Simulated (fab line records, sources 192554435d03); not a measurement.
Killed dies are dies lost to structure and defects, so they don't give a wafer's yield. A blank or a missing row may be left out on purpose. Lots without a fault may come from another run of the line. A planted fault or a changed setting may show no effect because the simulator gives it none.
Chamber matching | flow n5_finfet | N5_FIN_SAQP_ETCH_34 on rie_diel-03: 4 sister chambers
The step etches SiO2 in C4F6/O2, target depth 45 nm, time 15 s. 24 wafers are shown with their chamber, then 12 later ones without.

WAFERS WITH THEIR CHAMBER
wafer  | chamber | showerhead_plenum_p_Torr (Torr) | drypump_motor_current_A (A) | throttle_valve_pct (%)
L074.2 | 3       | 2.92                            | 5.8                         | 21.27
L074.3 | 0       | 2.95                            | 6.3                         | 21.17
L074.5 | 1       | 2.80                            | 4.8                         | 20.69
L075.1 | 3       | 2.92                            | 5.8                         | 21.29
L075.3 | 0       | 2.94                            | 6.2                         | 21.17
L075.5 | 0       | 2.94                            | 6.2                         | 21.16
L076.1 | 3       | 2.92                            | 5.8                         | 21.29
L076.4 | 2       | 2.75                            | 5.8                         | 21.23
L076.6 | 0       | 2.94                            | 6.3                         | 21.17
L077.2 | 3       | 2.92                            | 5.8                         | 21.29
L077.5 | 1       | 2.80                            | 4.8                         | 20.72
L077.6 | 0       | 2.94                            | 6.3                         | 21.17
L080.2 | 3       | 2.92                            | 5.8                         | 21.31
L080.3 | 0       | 2.94                            | 6.3                         | 21.18
L080.4 | 1       | 2.79                            | 4.9                         | 20.73
L082.1 | 1       | 2.79                            | 4.9                         | 20.73
L082.3 | 2       | 2.74                            | 5.7                         | 21.26
L082.6 | 2       | 2.74                            | 5.8                         | 21.26
L084.2 | 0       | 2.93                            | 6.3                         | 21.19
L084.5 | 2       | 2.74                            | 5.8                         | 21.26
L084.6 | 1       | 2.79                            | 4.8                         | 20.73
L086.2 | 3       | 2.91                            | 5.8                         | 21.33
L086.4 | 0       | 2.93                            | 6.2                         | 21.22
L086.6 | 1       | 2.79                            | 4.8                         | 20.75

SIGNATURES (means of the wafers above)
reading                  | chamber 0 | chamber 1 | chamber 2 | chamber 3 | scatter within a chamber
showerhead_plenum_p_Torr | 2.9388    | 2.7933    | 2.7425    | 2.9183    | 0.00538
drypump_motor_current_A  | 6.263     | 4.833     | 5.775     | 5.800     | 0.0445
throttle_valve_pct       | 21.1788   | 20.7250   | 21.2525   | 21.2967   | 0.019
Rule: a wafer's distance from a chamber is the root of the sum, over the readings, of the square of ((its reading less the chamber's mean) divided by the reading's scatter). The wafer belongs to the nearest chamber; if the next one is less than 2 further off, it can't be placed. The scatter: the root of (the sum of the squares of (reading less its chamber's mean) over the shown wafers, divided by (wafers less chambers)).

WAFERS WITHOUT THEIR CHAMBER
wafer  | showerhead_plenum_p_Torr (Torr) | drypump_motor_current_A (A) | throttle_valve_pct (%)
L088.1 | 2.93                            | 6.2                         | 21.22
L088.2 | 2.73                            | 5.7                         | 21.26
L088.4 | 2.91                            | 5.8                         | 21.33
L090.2 | 2.73                            | 5.8                         | 21.27
L090.3 | 2.78                            | 4.8                         | 20.76
L090.4 | 2.73                            | 5.8                         | 21.27
L093.4 | 2.93                            | 6.3                         | 21.24
L093.5 | 2.78                            | 4.9                         | 20.75
L093.6 | 2.91                            | 5.8                         | 21.01
L094.2 | 2.90                            | 5.8                         | 21.00
L094.3 | 2.78                            | 4.9                         | 20.76
L094.4 | 2.92                            | 6.3                         | 21.23

WHICH CHAMBER EACH WENT THROUGH
wafer  | from the rows above     | in truth
L088.1 | 0                       | 0
L088.2 | 2                       | 2
L088.4 | 3                       | 3
L090.2 | 2                       | 2
L090.3 | 1                       | 1
L090.4 | 2                       | 2
L093.4 | 0                       | 0
L093.5 | 1                       | 1
L093.6 | can't be placed: 0 or 3 | 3
L094.2 | can't be placed: 0 or 3 | 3
L094.3 | 1                       | 1
L094.4 | 0                       | 0
Placed correctly: 10 of 12. Can't be placed from these rows: 2 (the true chamber is among the candidates in 2). Placed wrongly: 0.
